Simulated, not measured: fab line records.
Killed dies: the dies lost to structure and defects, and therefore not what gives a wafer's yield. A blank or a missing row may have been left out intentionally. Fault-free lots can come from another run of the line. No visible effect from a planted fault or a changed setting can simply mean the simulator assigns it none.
Which tool did it? :: flow nand-harc :: 13 lots with 39 wafers sampled at 5 steps, on a route of 1159 steps

== WHAT EACH GAUGE READ, for each wafer ==
NHARC_A_CHANNEL_FILL_D1_INSPECT_13.
lot: L785
measured: day 10 05:39
on: defect-inspect-01
raw-defect-count: 398 448 310

lot: L787
measured: day 10 23:59
on: defect-inspect-02
raw-defect-count: 232 137 198

lot: L786
measured: day 11 00:02
on: defect-inspect-02
raw-defect-count: 354 469 409

lot: L788
measured: day 11 00:10
on: defect-inspect-02
raw-defect-count: 232 242 312

lot: L790
measured: day 11 07:36
on: defect-inspect-01
raw-defect-count: 193 306 169

lot: L789
measured: day 11 14:31
on: defect-inspect-02
raw-defect-count: 599 460 190

lot: L795
measured: day 13 07:07
on: defect-inspect-02
raw-defect-count: 174 211 335

lot: L800
measured: day 14 14:09
on: defect-inspect-02
raw-defect-count: 271 440 383

lot: L803
measured: day 15 02:44
on: defect-inspect-01
raw-defect-count: 289 361 232

lot: L802
measured: day 15 02:55
on: defect-inspect-02
raw-defect-count: 209 252 357

lot: L806
measured: day 15 16:22
on: defect-inspect-02
raw-defect-count: 408 177 614

lot: L807
measured: day 16 04:38
on: defect-inspect-02
raw-defect-count: 216 293 205

lot: L808
measured: day 16 12:01
on: defect-inspect-02
raw-defect-count: 307 396 303

NHARC_END_SORT_01.
lot: L803
measured: day 23 16:52
on: prober-02
killed-at-array: 36 36 27
killed-at-other: 1 1 1
killed-at-periphery: 2 2 5
killed-dies: 39 39 33
killed-open: 5 3 3
killed-short: 2 2 1

== TOOL THAT RAN EACH LOT (tool first, then ch and the chambers of the sampled wafers, then the start) ==
lot: L785
NHARC_A_CHANNEL_HOLE_D1_ETCH_33: har-etch-01 ch 0,1, day 8 03:53
NHARC_A_CHANNEL_FILL_D1_ALD_14: ald-hk-02 ch 2,3, day 8 12:52
NHARC_A_CHANNEL_FILL_D1_ALD_25: ald-hk-01 ch 0,3, day 9 17:43

lot: L787
NHARC_A_CHANNEL_HOLE_D1_ETCH_33: har-etch-01 ch 0,1, day 8 20:55
NHARC_A_CHANNEL_FILL_D1_ALD_14: ald-hk-02 ch 0,2,3, day 9 06:20
NHARC_A_CHANNEL_FILL_D1_ALD_25: ald-hk-02 ch 0,2,3, day 10 13:42

lot: L786
NHARC_A_CHANNEL_HOLE_D1_ETCH_33: har-etch-02 ch 0, day 9 00:25
NHARC_A_CHANNEL_FILL_D1_ALD_14: ald-hk-01 ch 0,2,3, day 9 09:24
NHARC_A_CHANNEL_FILL_D1_ALD_25: ald-hk-04 ch 1,3, day 10 11:54

lot: L788
NHARC_A_CHANNEL_HOLE_D1_ETCH_33: har-etch-01 ch 0,1, day 9 03:01
NHARC_A_CHANNEL_FILL_D1_ALD_14: ald-hk-01 ch 0,1,3, day 9 09:37
NHARC_A_CHANNEL_FILL_D1_ALD_25: ald-hk-01 ch 0,3, day 10 11:54

lot: L790
NHARC_A_CHANNEL_HOLE_D1_ETCH_33: har-etch-01 ch 0,1, day 9 07:56
NHARC_A_CHANNEL_FILL_D1_ALD_14: ald-hk-04 ch 1,2, day 9 16:54
NHARC_A_CHANNEL_FILL_D1_ALD_25: ald-hk-02 ch 1,2, day 10 20:07

lot: L789
NHARC_A_CHANNEL_HOLE_D1_ETCH_33: har-etch-02 ch 0,1, day 9 11:51
NHARC_A_CHANNEL_FILL_D1_ALD_14: ald-hk-04 ch 0,1,2, day 9 21:22
NHARC_A_CHANNEL_FILL_D1_ALD_25: ald-hk-01 ch 0,2,3, day 11 02:23

lot: L795
NHARC_A_CHANNEL_HOLE_D1_ETCH_33: har-etch-02 ch 0,1, day 11 00:46
NHARC_A_CHANNEL_FILL_D1_ALD_14: ald-hk-04 ch 0,2,3, day 11 11:25
NHARC_A_CHANNEL_FILL_D1_ALD_25: ald-hk-04 ch 2,3, day 12 19:44

lot: L800
NHARC_A_CHANNEL_HOLE_D1_ETCH_33: har-etch-01 ch 0,1, day 12 11:31
NHARC_A_CHANNEL_FILL_D1_ALD_14: ald-hk-01 ch 0,1,2, day 12 20:34
NHARC_A_CHANNEL_FILL_D1_ALD_25: ald-hk-02 ch 0,1,2, day 14 03:21

lot: L803
NHARC_A_CHANNEL_HOLE_D1_ETCH_33: har-etch-02 ch 0,1, day 13 00:55
NHARC_A_CHANNEL_FILL_D1_ALD_14: ald-hk-02 ch 0,3, day 13 10:00
NHARC_A_CHANNEL_FILL_D1_ALD_25: ald-hk-01 ch 1,3, day 14 15:13

lot: L802
NHARC_A_CHANNEL_HOLE_D1_ETCH_33: har-etch-01 ch 0,1, day 13 01:08
NHARC_A_CHANNEL_FILL_D1_ALD_14: ald-hk-04 ch 0,3, day 13 10:02
NHARC_A_CHANNEL_FILL_D1_ALD_25: ald-hk-02 ch 0,1,3, day 14 15:52

lot: L806
NHARC_A_CHANNEL_HOLE_D1_ETCH_33: har-etch-02 ch 0,1, day 13 13:20
NHARC_A_CHANNEL_FILL_D1_ALD_14: ald-hk-02 ch 0,1,2, day 13 21:42
NHARC_A_CHANNEL_FILL_D1_ALD_25: ald-hk-02 ch 1,2,3, day 15 04:07

lot: L807
NHARC_A_CHANNEL_HOLE_D1_ETCH_33: har-etch-02 ch 0,1, day 14 01:25
NHARC_A_CHANNEL_FILL_D1_ALD_14: ald-hk-01 ch 0,3, day 14 11:25
NHARC_A_CHANNEL_FILL_D1_ALD_25: ald-hk-01 ch 2,3, day 15 16:35

lot: L808
NHARC_A_CHANNEL_HOLE_D1_ETCH_33: har-etch-02 ch 0,1, day 14 08:56
NHARC_A_CHANNEL_FILL_D1_ALD_14: ald-hk-04 ch 1,3, day 14 17:52
NHARC_A_CHANNEL_FILL_D1_ALD_25: ald-hk-04 ch 0,1,2, day 15 23:59
- NHARC_A_CHANNEL_HOLE_D1_ETCH_33: etches the open film in C4F8/O2/Ar, time 90 s, target depth 400 nm.
- NHARC_A_CHANNEL_FILL_D1_ALD_14: deposits SiO2, target thk 2.5 nm, pulse time 10 s, ald cycles 25.
- NHARC_A_CHANNEL_FILL_D1_ALD_25: deposits SiOx, target thk 60 nm, pulse time 10 s, ald cycles 600.

== WHAT THE TOOLS THEMSELVES READ (means of the sampled wafers that have a number; where no wafer has one, the mark that the record gives instead) ==
NHARC_A_CHANNEL_HOLE_D1_ETCH_33.
lot: L785
tool: har-etch-01
drypump-motor-current-A (A): 5.96
showerhead-plenum-p-Torr (Torr): 3.79
temp-c (C): -20.01
throttle-valve-pct (%): 27.621

lot: L787
tool: har-etch-01
drypump-motor-current-A (A): 5.82
showerhead-plenum-p-Torr (Torr): 3.82
temp-c (C): -20.09
throttle-valve-pct (%): 27.624

lot: L786
tool: har-etch-02
drypump-motor-current-A (A): 5.73
showerhead-plenum-p-Torr (Torr): 3.92
temp-c (C): -20.06
throttle-valve-pct (%): 27.617

lot: L788
tool: har-etch-01
drypump-motor-current-A (A): 5.81
showerhead-plenum-p-Torr (Torr): 3.82
temp-c (C): -20.02
throttle-valve-pct (%): 27.619

lot: L790
tool: har-etch-01
drypump-motor-current-A (A): 5.97
showerhead-plenum-p-Torr (Torr): 3.78
temp-c (C): -20.12
throttle-valve-pct (%): 27.612

lot: L789
tool: har-etch-02
drypump-motor-current-A (A): 5.91
showerhead-plenum-p-Torr (Torr): 3.88
temp-c (C): -20.01
throttle-valve-pct (%): 27.621

lot: L795
tool: har-etch-02
drypump-motor-current-A (A): 6.11
showerhead-plenum-p-Torr (Torr): 3.84
temp-c (C): -19.97
throttle-valve-pct (%): 27.627

lot: L800
tool: har-etch-01
drypump-motor-current-A (A): 5.97
showerhead-plenum-p-Torr (Torr): 3.77
temp-c (C): -19.92
throttle-valve-pct (%): 27.625

lot: L803
tool: har-etch-02
drypump-motor-current-A (A): 5.91
showerhead-plenum-p-Torr (Torr): 3.86
temp-c (C): -20.04
throttle-valve-pct (%): 27.626

lot: L802
tool: har-etch-01
drypump-motor-current-A (A): 5.81
showerhead-plenum-p-Torr (Torr): 3.80
temp-c (C): -20.02
throttle-valve-pct (%): 27.624

lot: L806
tool: har-etch-02
drypump-motor-current-A (A): 6.10
showerhead-plenum-p-Torr (Torr): 3.82
temp-c (C): -20.01
throttle-valve-pct (%): 27.606

lot: L807
tool: har-etch-02
drypump-motor-current-A (A): 5.91
showerhead-plenum-p-Torr (Torr): 3.85
temp-c (C): -20.06
throttle-valve-pct (%): 27.618

lot: L808
tool: har-etch-02
drypump-motor-current-A (A): 6.10
showerhead-plenum-p-Torr (Torr): 3.81
temp-c (C): -20.04
throttle-valve-pct (%): 27.618

NHARC_A_CHANNEL_FILL_D1_ALD_14.
lot: L785
tool: ald-hk-02
heater-power-w (W): 466
precursor-pulse-height-rel: 0.990

lot: L787
tool: ald-hk-02
heater-power-w (W): 466
precursor-pulse-height-rel: 0.987

lot: L786
tool: ald-hk-01
heater-power-w (W): 433
precursor-pulse-height-rel: 1.004

lot: L788
tool: ald-hk-01
heater-power-w (W): 461
precursor-pulse-height-rel: 0.996

lot: L790
tool: ald-hk-04
heater-power-w (W): 425
precursor-pulse-height-rel: 0.998

lot: L789
tool: ald-hk-04
heater-power-w (W): 403
precursor-pulse-height-rel: 1.008

lot: L795
tool: ald-hk-04
heater-power-w (W): 438
precursor-pulse-height-rel: 1.026

lot: L800
tool: ald-hk-01
heater-power-w (W): 442
precursor-pulse-height-rel: 1.004

lot: L803
tool: ald-hk-02
heater-power-w (W): 476
precursor-pulse-height-rel: 0.997

lot: L802
tool: ald-hk-04
heater-power-w (W): 442
precursor-pulse-height-rel: 0.993

lot: L806
tool: ald-hk-02
heater-power-w (W): 507
precursor-pulse-height-rel: 1.006

lot: L807
tool: ald-hk-01
heater-power-w (W): 462
precursor-pulse-height-rel: 0.980

lot: L808
tool: ald-hk-04
heater-power-w (W): 501
precursor-pulse-height-rel: 0.994

NHARC_A_CHANNEL_FILL_D1_ALD_25.
lot: L785
tool: ald-hk-01
heater-power-w (W): 460
precursor-pulse-height-rel: 0.989

lot: L787
tool: ald-hk-02
heater-power-w (W): 485
precursor-pulse-height-rel: 0.991

lot: L786
tool: ald-hk-04
heater-power-w (W): 490
precursor-pulse-height-rel: 0.981

lot: L788
tool: ald-hk-01
heater-power-w (W): 450
precursor-pulse-height-rel: 0.999

lot: L790
tool: ald-hk-02
heater-power-w (W): 493
precursor-pulse-height-rel: 1.006

lot: L789
tool: ald-hk-01
heater-power-w (W): 432
precursor-pulse-height-rel: 1.026

lot: L795
tool: ald-hk-04
heater-power-w (W): 486
precursor-pulse-height-rel: 0.979

lot: L800
tool: ald-hk-02
heater-power-w (W): 501
precursor-pulse-height-rel: 0.983

lot: L803
tool: ald-hk-01
heater-power-w (W): 482
precursor-pulse-height-rel: 1.007

lot: L802
tool: ald-hk-02
heater-power-w (W): 468
precursor-pulse-height-rel: 0.996

lot: L806
tool: ald-hk-02
heater-power-w (W): 474
precursor-pulse-height-rel: 1.028

lot: L807
tool: ald-hk-01
heater-power-w (W): 421
precursor-pulse-height-rel: 1.004

lot: L808
tool: ald-hk-04
heater-power-w (W): 403
precursor-pulse-height-rel: 1.004

== THE ANSWER, worked out from the rows above alone ==
Rule: the lots themselves supply what counts as usual. Put in order of their means at a reading, lots are off if they are a third of the lots or fewer, leave a main group of 4 or more, and stand apart from it by a gap of 3 or more times the standard deviation of the main group's means; of several such gaps the widest counts. Not used: any main group whose means are identical at the precision the tables above print for the reading. A lot without any number at a reading at which 4 lots or more have one is off too. The other lots that the step has rows for count as sound. The gauges are gone through in route order, then the tools' own readings, and for those a lot's mean is taken as printed above. At the first step where some lot is off, the reading lying furthest off is the one used; lots without a number count as furthest.
Across all readings shown, no lot is off: no conclusion can be drawn from this.

== WHAT HAD BEEN PUT IN BY THE SIMULATOR ==
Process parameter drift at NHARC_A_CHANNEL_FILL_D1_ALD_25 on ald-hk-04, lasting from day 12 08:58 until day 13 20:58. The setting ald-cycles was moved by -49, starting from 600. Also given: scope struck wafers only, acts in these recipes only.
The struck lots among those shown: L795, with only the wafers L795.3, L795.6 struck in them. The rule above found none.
